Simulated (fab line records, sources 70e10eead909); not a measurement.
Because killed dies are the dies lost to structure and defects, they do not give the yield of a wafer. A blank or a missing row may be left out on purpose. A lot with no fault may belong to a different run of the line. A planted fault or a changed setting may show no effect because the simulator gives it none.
Struck lot and sound lot, side by side | flow nandHarc | 15 out of 1159 route steps
Sound: these wafers, L568.4, L568.5, L568.6. Wafers struck: L584.1, L584.3, L584.4. The cause is named last.
At each step with rows: each side's tool, then ch and its chambers, then its first start. Under that, the readings that differ: sound wafers | struck wafers | difference of the means | sigmas: that difference in standard deviations of wafers without a fault.
alike: readings with means less than 2 such deviations apart, plus words and numbers identical on both sides. not compared: withheld readings, readings lacking a value on some wafer, bounds such as >300 that could conceal the same value, and numbers that have no deviation in the record and whose values overlap.
A row with sigmas, a row that says differs or no value, or rows on one side alone: a step with any of these is where the two part. Numbers that have no deviation but don't overlap get no sigmas and don't part them. Lack of a reading on every wafer of one side parts them only where that side has two or more wafers.

first, 1 step without rows for these wafers: NHARC_A_CONTACT_DEVELOP_07 (develop time 35 s).
NHARC_A_CONTACT_CD_MEAS_08: the cd target is 100 nm.
  sound on cdSem-02 ch 0, day 17 00:08; struck on cdSem-02 ch 0, day 21 10:31
  alike: cdNm
NHARC_A_CONTACT_OVL_MEAS_09:
  sound on overlay-01, day 17 00:14; struck on overlay-02, day 21 10:37
  alike: overlayXNm, overlayYNm
NHARC_A_CONTACT_INSPECT_10:
  sound on defectInspect-01, day 17 00:17; struck on defectInspect-02, day 21 10:38
reading        | sound    | struck   | difference | sigmas
rawDefectCount | 15 14 10 | 47 48 54 | +37        | +2
then, 1 step without rows for these wafers: NHARC_A_CONTACT_DESCUM_13 (chemistry O2, time 3 s).
NHARC_A_CONTACT_ETCH_88: etches the open film in CF4, target depth 39 nm, time 65 s.
  sound on rieDiel-13 ch 0,2,3, day 17 00:43; struck on rieDiel-13 ch 0,1,3, day 21 10:51
  alike: biasW, cf4FlowSccm, drypumpMotorCurrentA, oesProductAu, rfFwdPowerW, rfVppV, showerheadPlenumPTorr, throttleValvePct
  not compared: rfHoursCounterH
NHARC_A_CONTACT_ETCH_89: etches the open film in N2/H2, target depth 260 nm, time 475.3 s.
  sound: rieDiel-13 ch 0,2,3; struck: rieDiel-13 ch 0,1,3
  alike: biasW, chamberPressureMTorr, drypumpMotorCurrentA, oesProductAu, rfFwdPowerW, rfVppV, showerheadPlenumPTorr, throttleValvePct
  not compared: rfHoursCounterH
then, 1 step without rows for these wafers: NHARC_A_CONTACT_ETCH_30 (etches the open film in CF4/CHF3, target depth 60.5 nm, time 30.2 s).
NHARC_A_CONTACT_ETCH_31: etches the open film in O2/COS, target depth 2000 nm, time 520 s.
  sound: rieDiel-13 ch 2,3; struck: rieDiel-13 ch 0,2,3
  alike: biasW, chamberPressureMTorr, drypumpMotorCurrentA, oesProductAu, rfFwdPowerW, rfVppV, showerheadPlenumPTorr, throttleValvePct
  not compared: rfHoursCounterH
then, 1 step without rows for these wafers: NHARC_A_CONTACT_ETCH_134 (etches the open film in C4F8/O2/Ar, time 140 s, target depth 700 nm).
NHARC_A_CONTACT_ETCH_135: etches the open film in C4F8/O2/Ar, time 132 s, target depth 1287 nm.
  sound on harCapEtch-02 ch 0,1, day 17 02:05; struck on harCapEtch-01 ch 0,1, day 21 11:58
reading                      | sound                | struck               | difference | sigmas
chamberPressureMTorr (mTorr) | 20.011 20.011 20.000 | 19.972 19.980 19.957 | -0.038     | -2
  alike: oesAirLineAu
  not compared: rfHoursCounterH
then, 1 step without rows for these wafers: NHARC_A_CONTACT_ETCH_136 (etches the open film in C4F8/O2/Ar, time 132 s, target depth 1287 nm).
NHARC_A_CONTACT_ETCH_137: etches the open film in C4F8/O2/Ar, time 132 s, target depth 1287 nm.
  sound on harCapEtch-02 ch 0,1, day 17 02:20; struck on harCapEtch-01 ch 0,1, day 21 12:13
  no value came back on the struck wafers for chamberPressureMTorr (mTorr), oesAirLineAu (a.u.); on the sound wafers chamberPressureMTorr (mTorr) reads 20.035 20.007 20.014
  not compared: rfHoursCounterH
NHARC_A_CONTACT_ETCH_138: etches the open film in C4F8/O2/Ar, time 132 s, target depth 1289 nm.
  sound on harCapEtch-02 ch 0,1, day 17 02:27; struck on harCapEtch-01 ch 0,1, day 21 12:21
  alike: chamberPressureMTorr, oesAirLineAu
  not compared: rfHoursCounterH
-- the record jumps here: 2 days lie between the struck wafers' starts before and after (it left off in module A_CONTACT and takes up again in module END, whose first step shown is number 1159 of the route) --
NHARC_END_SORT_01:
  the record has rows for the struck wafers here (prober-01 ch 0, day 23 23:40) and none for the sound ones

WHERE THEY PART
Last at NHARC_END_SORT_01 as far as this record goes, first at NHARC_A_CONTACT_INSPECT_10.

WHY: whatever the simulator had introduced
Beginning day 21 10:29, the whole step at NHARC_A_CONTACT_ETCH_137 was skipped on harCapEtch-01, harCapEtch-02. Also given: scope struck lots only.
